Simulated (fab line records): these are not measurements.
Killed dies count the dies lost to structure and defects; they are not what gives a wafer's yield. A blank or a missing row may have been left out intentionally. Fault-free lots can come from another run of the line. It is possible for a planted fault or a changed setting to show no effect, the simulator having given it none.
Chamber matching || flow n5-finfet || 4 sister chambers for N5_HKMG_FIN_ALD_74 on ald-hk-02
The step deposits La2O3, target thk 0.5 nm, pulse time 6 s, co reactant pulse time 1 s. 4 wafers are shown with their chamber, then 9 later ones without.

== WAFERS WITH THEIR CHAMBER ==
{"wafer": "L083.4", "chamber": 2, "heater-power-w (W)": 335}
{"wafer": "L088.1", "chamber": 1, "heater-power-w (W)": 327}
{"wafer": "L088.5", "chamber": 3, "heater-power-w (W)": 307}
{"wafer": "L088.6", "chamber": 0, "heater-power-w (W)": 327}

== WAFERS WHOSE CHAMBER IS MISSING ==
{"wafer": "L090.2", "heater-power-w (W)": 336}
{"wafer": "L090.5", "heater-power-w (W)": 324}
{"wafer": "L090.6", "heater-power-w (W)": 330}
{"wafer": "L092.1", "heater-power-w (W)": 332}
{"wafer": "L092.2", "heater-power-w (W)": 323}
{"wafer": "L092.3", "heater-power-w (W)": 350}
{"wafer": "L092.4", "heater-power-w (W)": 288}
{"wafer": "L092.5", "heater-power-w (W)": 300}
{"wafer": "L092.6", "heater-power-w (W)": 338}

== WHICH CHAMBER EACH ONE RAN IN ==
{"wafer": "L090.2", "from the rows above": "can't be placed: 2 or 0 or 1", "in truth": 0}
{"wafer": "L090.5", "from the rows above": "can't be placed: 0 or 1 or 2 or 3", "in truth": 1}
{"wafer": "L090.6", "from the rows above": "can't be placed: 0 or 1 or 2", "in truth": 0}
{"wafer": "L092.1", "from the rows above": "can't be placed: 2 or 0 or 1", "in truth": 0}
{"wafer": "L092.2", "from the rows above": "can't be placed: 0 or 1 or 2 or 3", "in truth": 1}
{"wafer": "L092.3", "from the rows above": "can't be placed: 2 or 0 or 1", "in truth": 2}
{"wafer": "L092.4", "from the rows above": 3, "in truth": 3}
{"wafer": "L092.5", "from the rows above": 3, "in truth": 3}
{"wafer": "L092.6", "from the rows above": "can't be placed: 2 or 0 or 1", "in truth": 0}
Placed correctly: 2 of 9. Cannot be placed on the basis of these rows: 7; the candidates contain the true chamber in 7. Number placed wrongly: 0.
How it was worked out, from the rows above alone: a wafer's distance from a chamber is the root of the sum, over the readings, of the square of ((its reading less the chamber's mean) divided by the reading's scatter). If the next closest chamber is less than 2 further off than the closest, the wafer can't be placed; otherwise it belongs to the closest. A chamber's mean is the mean of its shown wafers. The scatter (one wafer shown for each chamber): square how far every hidden wafer sits from the nearest shown wafer, average those squares and take the square root.
